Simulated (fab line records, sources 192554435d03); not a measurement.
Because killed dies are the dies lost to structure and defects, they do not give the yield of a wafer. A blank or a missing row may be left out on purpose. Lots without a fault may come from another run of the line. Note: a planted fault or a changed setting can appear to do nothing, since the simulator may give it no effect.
A lot that was struck, set against a sound lot | flow n5_finfet | 15 steps out of a route of 1938
Sound: these wafers, L307.1, L307.4, L307.5. Struck: wafer L315.1 (L315.2, L315.4, from the same lot, were not struck and are left out); the cause is given at the end.
Order at every step that has rows: each side's tool, ch and its chambers, its first start. Under that, the readings that differ: sound wafers | struck wafers | difference of the means | sigmas: that difference in standard deviations of wafers without a fault.
alike: words and numbers the same on both sides, and readings whose means are apart by under 2 such deviations; not compared: readings that were withheld, readings missing a value for some wafer, numbers with overlapping values and no deviation given by the record, and bounds like >300 which may hide the same value.
Wherever a step has rows on one side only, a row that says differs or no value, or a row with sigmas, the two part there. Non-overlapping numbers with no deviation appear without sigmas and do not part them. Lack of a reading on every wafer of one side parts them only where that side has two or more wafers.

first, 1 step without rows for these wafers: N5_FIN_CUT_PRECLEAN_35 (cleans in vHF, time 13.3 s).
N5_FIN_CUT_CUT_ETCH_15: etches Si in HBr/Cl2/O2, target depth 100 nm, bt time 10 s, time 42.4 s.
  sound on rie_si-01 ch 0,1,2, day 3 03:18; struck on rie_si-03 ch 0, day 5 05:59
  alike: chamber_pressure_mTorr, drypump_motor_current_A, oes_o_777_au, oes_product_au, throttle_valve_pct
  not compared: rf_hours_counter_h
N5_FIN_CUT_CUT_ETCH_28: etches Si in HBr/Cl2/O2, target depth 6 nm, time 2.4 s.
  sound on rie_si-01 ch 0,1,2, day 3 03:21; struck on rie_si-03 ch 0, day 5 06:02
  alike: chamber_pressure_mTorr, drypump_motor_current_A, oes_o_777_au, oes_product_au, throttle_valve_pct
  not compared: rf_hours_counter_h
N5_FIN_CUT_STRIP_22: strips in N2/H2.
  sound on rie_diel-01 ch 0,2,3, day 3 03:26; struck on rie_diel-05 ch 1, day 5 06:07
  alike: chamber_pressure_mTorr, drypump_motor_current_A, oes_product_au, rf_vpp_V, showerhead_plenum_p_Torr, throttle_valve_pct
  not compared: rf_hours_counter_h
then, 3 steps without rows for these wafers: N5_FIN_CUT_PRECLEAN_36 (cleans in O3/DIW, time 60 s); N5_FIN_CUT_SRD_32 (time 30 s); N5_FIN_CUT_UV_OZONE_34 (time 120 s).
N5_FIN_CUT_INSPECT_17: inspects for defects (brightfield).
  sound on defect_inspect-01 at day 3 03:35; struck on defect_inspect-02 at day 5 06:17
  alike: raw_defect_count
N5_STI_FIN_REVEAL_ALD_00: deposits SiO2, target thk 1 nm, pulse time 1 s.
  sound on ald_sin-01 ch 0,1,3, day 3 04:07; struck on ald_sin-01 ch 1, day 5 06:19
  alike: heater_power_w, precursor_pulse_height_rel
N5_STI_FIN_REVEAL_ALD_14: deposits Si3N4, target thk 3 nm.
  sound on ald_sin-01 ch 0,1,3, day 3 04:10; struck on ald_sin-01 ch 1, day 5 06:22
  alike: heater_power_w
then, 2 steps without rows for these wafers: N5_STI_FIN_REVEAL_FCVD_FILL_01 (material SiO2 flowable, target thk 312 nm, time 512.2 s); N5_STI_FIN_REVEAL_DENSIFY_02 (time 1800 s).
N5_STI_FIN_REVEAL_CMP_04: polishes, stops on Si3N4, t overpolish 4 s, target thk 131.83 nm.
  sound on cmp-04 ch 0,1,3, day 3 09:18; struck on cmp-04 ch 0, day 5 11:37
  reading                | sound      | struck | difference | sigmas
  time_to_endpoint_s (s) | 99 104 104 | 212    | +110       | +25
  alike: motor_current_A, overpolish_run_s
N5_STI_FIN_REVEAL_THK_MEAS_05:
  sound on film_metro-01 at day 3 09:31; struck on film_metro-01 at day 5 11:55
  alike: thk_nm
-- record jumps: 10 days separate the struck wafers' starts on either side; left off in module STI_FIN_REVEAL, taken up again in module PASSIVATION, whose first shown step is the route's number 1936 --
N5_PASSIVATION_PROBE_49:
  the record has rows for the struck wafers here (prober-01, day 15 20:52) and none for the sound ones

== WHERE THEY PART ==
First at N5_STI_FIN_REVEAL_CMP_04; last, within this record, at N5_PASSIVATION_PROBE_49.

WHY: the cause the simulator had injected
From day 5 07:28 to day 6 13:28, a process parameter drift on cmp-04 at N5_STI_FIN_REVEAL_CMP_04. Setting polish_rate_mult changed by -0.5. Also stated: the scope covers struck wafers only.
